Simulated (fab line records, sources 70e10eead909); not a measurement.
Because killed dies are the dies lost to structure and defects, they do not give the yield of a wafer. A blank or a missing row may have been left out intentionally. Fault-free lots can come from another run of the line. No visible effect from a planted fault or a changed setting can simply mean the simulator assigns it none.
Which tool was responsible? + flow nandHarc + 11 lots with 33 wafers sampled at 5 steps, on a route of 1159 steps

## WHAT THE GAUGES READ, wafer by wafer
NHARC_END_SORT_01.
| lot  | measured     | on        | killedAtArray | killedAtOther | killedAtPeriphery | killedDies  | killedOpen | killedShort |
|------|--------------|-----------|---------------|---------------|-------------------|-------------|------------|-------------|
| L270 | day 22 09:26 | prober-02 | 540 487 462   | 0 0 0         | 2 5 3             | 542 492 465 | 1 2 5      | 4 2 2       |
| L273 | day 23 20:14 | prober-01 | 456 521 520   | 2 3 3         | 0 4 5             | 458 528 528 | 2 3 6      | 0 1 2       |

## WHAT TOOL EACH LOT RAN ON (gives the tool, then ch and the chambers of the sampled wafers, and finally the start)
| lot  | NHARC_A_CHANNEL_HOLE_D1_DESCUM_15 | NHARC_A_CHANNEL_HOLE_D1_ETCH_16   | NHARC_A_CHANNEL_HOLE_D1_ETCH_21 | NHARC_A_CHANNEL_HOLE_D1_ETCH_22 |
|------|-----------------------------------|-----------------------------------|---------------------------------|---------------------------------|
| L258 | rieDiel-06 ch 0,1,3, day 8 01:37  | rieDiel-06 ch 0,1,2, day 8 02:16  | harEtch-01 ch 0,1, day 8 03:22  | harEtch-01 ch 0,1, day 8 03:52  |
| L257 | rieDiel-07 ch 0,3, day 8 03:13    | rieDiel-07 ch 1,3, day 8 03:47    | harEtch-02 ch 0, day 8 04:52    | harEtch-02 ch 0, day 8 05:17    |
| L262 | rieDiel-06 ch 2,3, day 9 14:33    | rieDiel-06 ch 0,1,3, day 9 15:18  | harEtch-02 ch 0,1, day 9 16:13  | harEtch-02 ch 0,1, day 9 16:39  |
| L263 | rieDiel-05 ch 0,2,3, day 9 19:51  | rieDiel-05 ch 0,2,3, day 9 20:23  | harEtch-02 ch 0,1, day 9 21:28  | harEtch-02 ch 0,1, day 9 21:54  |
| L270 | rieDiel-06 ch 1,2,3, day 11 14:46 | rieDiel-06 ch 0,2,3, day 11 15:17 | harEtch-02 ch 0,1, day 11 16:22 | harEtch-02 ch 0,1, day 11 16:48 |
| L274 | rieDiel-05 ch 0,1,3, day 12 10:38 | rieDiel-05 ch 1,2, day 12 11:13   | harEtch-02 ch 0,1, day 12 12:26 | harEtch-02 ch 0,1, day 12 12:56 |
| L273 | rieDiel-06 ch 0,1, day 12 10:55   | rieDiel-06 ch 0,2,3, day 12 11:30 | harEtch-01 ch 1, day 12 12:32   | harEtch-01 ch 1, day 12 12:58   |
| L276 | rieDiel-07 ch 0,1,3, day 12 19:10 | rieDiel-07 ch 0,1,2, day 12 19:40 | harEtch-01 ch 0,1, day 12 20:49 | harEtch-01 ch 0,1, day 12 21:17 |
| L278 | rieDiel-05 ch 0,1, day 13 08:55   | rieDiel-05 ch 0,1,2, day 13 09:37 | harEtch-02 ch 0,1, day 13 10:44 | harEtch-02 ch 0,1, day 13 11:14 |
| L279 | rieDiel-05 ch 0,1,2, day 13 12:08 | rieDiel-05 ch 1,3, day 13 12:43   | harEtch-02 ch 0,1, day 13 14:43 | harEtch-02 ch 0,1, day 13 15:11 |
| L280 | rieDiel-07 ch 1,3, day 14 01:21   | rieDiel-07 ch 1,2, day 14 01:52   | harEtch-02 ch 0,1, day 14 06:57 | harEtch-02 ch 0,1, day 14 07:26 |
- NHARC_A_CHANNEL_HOLE_D1_DESCUM_15: chemistry O2, time 3 s.
- NHARC_A_CHANNEL_HOLE_D1_ETCH_16: etches the open film in O2/COS, target depth 3100 nm, time 806 s.
- NHARC_A_CHANNEL_HOLE_D1_ETCH_21: etches the open film in C4F8/O2/Ar, time 514.3 s, target depth 1600 nm.
- NHARC_A_CHANNEL_HOLE_D1_ETCH_22: etches the open film in C4F8/O2/Ar, time 666.7 s, target depth 1600 nm.

## AS READ BY THE TOOLS THEMSELVES (means over the sampled wafers that have a number; for cases with no such wafer, the mark the record gives instead)
NHARC_A_CHANNEL_HOLE_D1_DESCUM_15.
| lot  | tool       | drypumpMotorCurrentA (A) | oesProductAu (a.u.) | rfVppV (V) | showerheadPlenumPTorr (Torr) | throttleValvePct (%) |
|------|------------|--------------------------|---------------------|------------|------------------------------|----------------------|
| L258 | rieDiel-06 | 5.6                      | 0.999               | 57.3       | 1.86                         | 11.317               |
| L257 | rieDiel-07 | 6.3                      | 1.000               | 58.4       | 1.88                         | 11.309               |
| L262 | rieDiel-06 | 5.4                      | 1.005               | 57.2       | 1.82                         | 11.314               |
| L263 | rieDiel-05 | 5.4                      | 1.007               | 58.4       | 1.95                         | 11.310               |
| L270 | rieDiel-06 | 5.5                      | 1.006               | 57.2       | 1.80                         | 11.301               |
| L274 | rieDiel-05 | 5.4                      | 1.014               | 58.1       | 1.94                         | 11.310               |
| L273 | rieDiel-06 | 6.0                      | 1.003               | 57.6       | 1.85                         | 11.311               |
| L276 | rieDiel-07 | 6.2                      | 0.994               | 58.8       | 1.93                         | 11.307               |
| L278 | rieDiel-05 | 5.5                      | 1.009               | 57.6       | 1.93                         | 11.310               |
| L279 | rieDiel-05 | 5.4                      | 1.016               | 57.5       | 1.94                         | 11.301               |
| L280 | rieDiel-07 | 6.0                      | 0.991               | 58.3       | 1.91                         | 11.307               |

NHARC_A_CHANNEL_HOLE_D1_ETCH_16.
| lot  | tool       | drypumpMotorCurrentA (A) | oesProductAu (a.u.) | rfVppV (V) | showerheadPlenumPTorr (Torr) | throttleValvePct (%) |
|------|------------|--------------------------|---------------------|------------|------------------------------|----------------------|
| L258 | rieDiel-06 | 5.8                      | 0.989               | 313.2      | 3.05                         | 28.332               |
| L257 | rieDiel-07 | 6.0                      | 1.000               | 313.7      | 3.12                         | 28.336               |
| L262 | rieDiel-06 | 5.6                      | 1.004               | 312.8      | 3.03                         | 28.325               |
| L263 | rieDiel-05 | 5.4                      | 1.002               | 314.4      | 3.18                         | 28.332               |
| L270 | rieDiel-06 | 5.5                      | 0.855               | 312.8      | 3.05                         | 28.334               |
| L274 | rieDiel-05 | 5.5                      | 1.011               | 315.0      | 3.12                         | 28.328               |
| L273 | rieDiel-06 | 5.5                      | 0.849               | 313.7      | 3.05                         | 28.329               |
| L276 | rieDiel-07 | 6.3                      | 0.995               | 315.7      | 3.22                         | 28.330               |
| L278 | rieDiel-05 | 5.4                      | 1.004               | 314.8      | 3.16                         | 28.326               |
| L279 | rieDiel-05 | 5.5                      | 1.007               | 314.3      | 3.12                         | 28.325               |
| L280 | rieDiel-07 | 6.0                      | 0.996               | 315.4      | 3.27                         | 28.339               |

NHARC_A_CHANNEL_HOLE_D1_ETCH_21.
| lot  | tool       | c4f8FlowSccm (sccm) | drypumpMotorCurrentA (A) | showerheadPlenumPTorr (Torr) | tempC (C) | throttleValvePct (%) |
|------|------------|---------------------|--------------------------|------------------------------|-----------|----------------------|
| L258 | harEtch-01 | 89.30               | 5.2                      | 3.79                         | -20.04    | 32.160               |
| L257 | harEtch-02 | 89.85               | 5.6                      | 3.61                         | -19.96    | 32.145               |
| L262 | harEtch-02 | 89.42               | 5.6                      | 3.68                         | -19.98    | 32.150               |
| L263 | harEtch-02 | 89.17               | 5.6                      | 3.75                         | -20.02    | 32.150               |
| L270 | harEtch-02 | 89.33               | 5.5                      | 3.74                         | -19.95    | 32.157               |
| L274 | harEtch-02 | 89.42               | 5.6                      | 3.66                         | -20.02    | 32.163               |
| L273 | harEtch-01 | 89.16               | 5.4                      | 3.80                         | -20.07    | 32.153               |
| L276 | harEtch-01 | 89.16               | 5.0                      | 3.72                         | -20.00    | 32.155               |
| L278 | harEtch-02 | 89.23               | 5.5                      | 3.73                         | -19.86    | 32.158               |
| L279 | harEtch-02 | 89.29               | 5.5                      | 3.72                         | -19.94    | 32.148               |
| L280 | harEtch-02 | 89.31               | 5.5                      | 3.72                         | -20.11    | 32.152               |

NHARC_A_CHANNEL_HOLE_D1_ETCH_22.
| lot  | tool       | c4f8FlowSccm (sccm) | drypumpMotorCurrentA (A) | showerheadPlenumPTorr (Torr) | tempC (C) | throttleValvePct (%) |
|------|------------|---------------------|--------------------------|------------------------------|-----------|----------------------|
| L258 | harEtch-01 | 89.46               | 5.2                      | 3.79                         | -20.00    | 32.151               |
| L257 | harEtch-02 | 89.70               | 5.6                      | 3.61                         | -20.02    | 32.154               |
| L262 | harEtch-02 | 89.35               | 5.5                      | 3.68                         | -20.04    | 32.163               |
| L263 | harEtch-02 | 89.33               | 5.5                      | 3.75                         | -20.01    | 32.163               |
| L270 | harEtch-02 | 89.31               | 5.5                      | 3.74                         | -19.92    | 32.154               |
| L274 | harEtch-02 | 89.27               | 5.6                      | 3.66                         | -20.00    | 32.160               |
| L273 | harEtch-01 | 89.18               | 5.5                      | 3.80                         | -20.02    | 32.159               |
| L276 | harEtch-01 | 89.40               | 5.0                      | 3.72                         | -20.07    | 32.152               |
| L278 | harEtch-02 | 88.86               | 5.5                      | 3.73                         | -20.08    | 32.149               |
| L279 | harEtch-02 | 89.33               | 5.5                      | 3.72                         | -20.02    | 32.158               |
| L280 | harEtch-02 | 89.57               | 5.5                      | 3.72                         | -20.04    | 32.161               |

## THE ANSWER, worked out from the rows above alone
Rule: the usual values come from the lots themselves. Put in order of their means at a reading, lots are off if they are a third of the lots or fewer, leave a main group of 4 or more, and stand apart from it by a gap of 3 or more times the standard deviation of the main group's means; of several such gaps the widest counts. The tables above print the reading to a certain number of digits; a main group whose means all agree to those digits is not used. A lot without any number at a reading at which 4 lots or more have one is off too. The other lots that the step has rows for count as sound. The gauges are gone through in route order, then the tools' own readings, and for those a lot's mean is taken as printed above. The first step at which some lot is off is used, and at that step the reading that is off furthest; a lot without a number counts as furthest.
Off at NHARC_A_CHANNEL_HOLE_D1_ETCH_16 (oesProductAu): L270, L273. The main group: mean 1.001 a.u., standard deviation 0.0063.
If a tool, at that step or one of the process steps before it, ran each lot that is off and ran no sound lot following the first of them, it fits. One fits: NHARC_A_CHANNEL_HOLE_D1_DESCUM_15 and NHARC_A_CHANNEL_HOLE_D1_ETCH_16 on rieDiel-06. At NHARC_A_CHANNEL_HOLE_D1_DESCUM_15 its last sound lot is L262 (day 9 14:33), its first lot that is off L270 (day 11 14:46): a fault that began between those two fits.

## WHAT HAD BEEN PUT IN BY THE SIMULATOR
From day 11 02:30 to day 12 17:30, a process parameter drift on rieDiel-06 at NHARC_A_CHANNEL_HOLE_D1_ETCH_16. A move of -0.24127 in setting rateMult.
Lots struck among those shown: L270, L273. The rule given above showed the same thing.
